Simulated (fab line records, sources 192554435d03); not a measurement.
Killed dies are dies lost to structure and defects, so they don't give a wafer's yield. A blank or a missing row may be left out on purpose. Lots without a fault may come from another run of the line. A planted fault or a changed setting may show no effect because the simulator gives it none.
One fault seen from 2 desks | flow n5_finfet | each desk has only its own numbers; what lay behind them comes last

THE TOOL OWNER'S DESK: pvd_sputter-01
The tool's own readings at N5_BEOL_M5_SPUTTER_83 (material Cu, target thk 15 nm, time 27.62 s): means of the sampled wafers that have a number, for each lot that ran on this tool. A lot is out of limits, marked OUT, if its mean lies more than 4 standard deviations from the usual mean; the brackets give that distance.
Columns: A = chamber_pressure_pa at N5_BEOL_M5_SPUTTER_83, usual 0.06999 Pa; B = chuck_gas_flow_sccm at N5_BEOL_M5_SPUTTER_83, usual 1.26 sccm; C = throttle_valve_pct at N5_BEOL_M5_SPUTTER_83, usual 30.3 %
lot  | first seen here | A       | B    | C
L349 | day 14 03:53    | 0.07008 | 1.25 | 31.1
This desk's finding: nothing out of limits on the one lot.

THE METROLOGY DESK
What the gauges read, lot by lot, whatever tool the lot ran on: means of the sampled wafers that have a number. A lot is out of limits, marked OUT, if its mean lies more than 4 standard deviations from the usual mean; the brackets give that distance.
Columns: A = cd_nm at N5_BEOL_M5_CD_MEAS_35, usual 27.8 nm
lot  | first seen here | A
L327 | day 8 07:26     | 27.7
L342 | day 12 19:29    | 27.7
L346 | day 13 01:01    | 27.9
L347 | day 13 15:49    | 27.6
L348 | day 13 21:20    | 27.6
L349 | day 14 00:26    | 27.6
This desk's finding: nothing out of limits on any of the 6 lots.

PUT TOGETHER
The tool owner's desk saw nothing out of limits.
The metrology desk saw nothing out of limits.

WHAT THE SIMULATOR HAD PUT IN
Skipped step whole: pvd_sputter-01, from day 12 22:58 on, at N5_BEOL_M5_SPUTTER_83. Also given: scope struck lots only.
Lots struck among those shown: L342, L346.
